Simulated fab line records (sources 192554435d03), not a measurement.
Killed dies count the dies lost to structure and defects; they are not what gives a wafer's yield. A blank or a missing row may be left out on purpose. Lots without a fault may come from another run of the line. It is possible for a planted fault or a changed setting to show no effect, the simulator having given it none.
Chamber matching    flow n5Finfet    rieDiel-02 running N5_BEOL_M10_ETCH_62: 4 sister chambers
The step etches SOC in N2/H2, target depth 110 nm, overetch 22 nm, time 165 s. 8 wafers are shown with their chamber, then 9 later ones without.

EACH WAFER AND ITS CHAMBER
wafer   chamber  drypumpMotorCurrentA (A)  showerheadPlenumPTorr (Torr)
L080.4  3        5.7                       2.45
L079.1  3        5.7                       2.45
L079.2  0        6.3                       2.53
L084.4  1        5.5                       2.51
L084.6  2        5.2                       2.62
L085.3  2        5.3                       2.62
L085.5  1        5.5                       2.50
L085.6  0        6.3                       2.52

WAFERS MISSING THEIR CHAMBER
wafer   drypumpMotorCurrentA (A)  showerheadPlenumPTorr (Torr)
L087.4  6.3                       2.52
L087.5  5.2                       2.62
L087.6  5.5                       2.50
L089.1  5.2                       2.61
L089.3  5.5                       2.50
L089.5  6.4                       2.52
L096.3  5.7                       2.44
L096.5  6.3                       2.51
L096.6  5.4                       2.49

CHAMBER TAKEN BY EACH
wafer   from the rows above  in truth
L087.4  0                    0
L087.5  2                    2
L087.6  1                    1
L089.1  2                    2
L089.3  1                    1
L089.5  0                    0
L096.3  3                    3
L096.5  0                    0
L096.6  1                    1
Correct placement for 9 of the 9. From these rows, 0 cannot be placed. Wrongly placed: 0.
How it was worked out, from the rows above alone: a wafer's distance from a chamber is the root of the sum, over the readings, of the square of ((its reading less the chamber's mean) divided by the reading's scatter). The wafer belongs to the nearest chamber; if the next one is less than 2 further off, it can't be placed. A chamber's mean is the mean of its shown wafers. The scatter: the root of (the sum of the squares of (reading less its chamber's mean) over the shown wafers, divided by (wafers less chambers)).
